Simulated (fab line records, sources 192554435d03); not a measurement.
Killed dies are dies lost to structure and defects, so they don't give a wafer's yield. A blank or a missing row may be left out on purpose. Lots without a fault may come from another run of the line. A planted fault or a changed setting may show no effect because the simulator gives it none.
Chamber matching | flow n5_finfet | N5_BEOL_M8_STRIP_36 on rie_diel-05: 4 sister chambers
The step strips in N2/H2. 4 wafers are shown with their chamber, then 8 later ones without.

WAFERS WITH THEIR CHAMBER
wafer  | chamber | showerhead_plenum_p_Torr (Torr)
L084.3 | 2       | 2.71
L089.4 | 1       | 2.39
L089.6 | 0       | 2.66
L090.2 | 3       | 2.49

WAFERS WITHOUT THEIR CHAMBER
wafer  | showerhead_plenum_p_Torr (Torr)
L090.4 | 2.66
L090.6 | 2.49
L091.1 | 2.49
L091.3 | 2.49
L091.6 | 2.49
L096.1 | 2.65
L096.2 | 2.70
L096.3 | 2.71

WHICH CHAMBER EACH WENT THROUGH
wafer  | from the rows above | in truth
L090.4 | 0                   | 0
L090.6 | 3                   | 3
L091.1 | 3                   | 3
L091.3 | 3                   | 3
L091.6 | 3                   | 3
L096.1 | 0                   | 0
L096.2 | 2                   | 2
L096.3 | 2                   | 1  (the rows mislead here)
Placed correctly: 7 of 8. Can't be placed from these rows: 0. Placed wrongly: 1.
How it was worked out, from the rows above alone: a wafer's distance from a chamber is the root of the sum, over the readings, of the square of ((its reading less the chamber's mean) divided by the reading's scatter). The wafer belongs to the nearest chamber; if the next one is less than 2 further off, it can't be placed. A chamber's mean is the mean of its shown wafers. The scatter: with one shown wafer a chamber, the root of the mean of the squares of how far each hidden wafer lies from its nearest shown one.
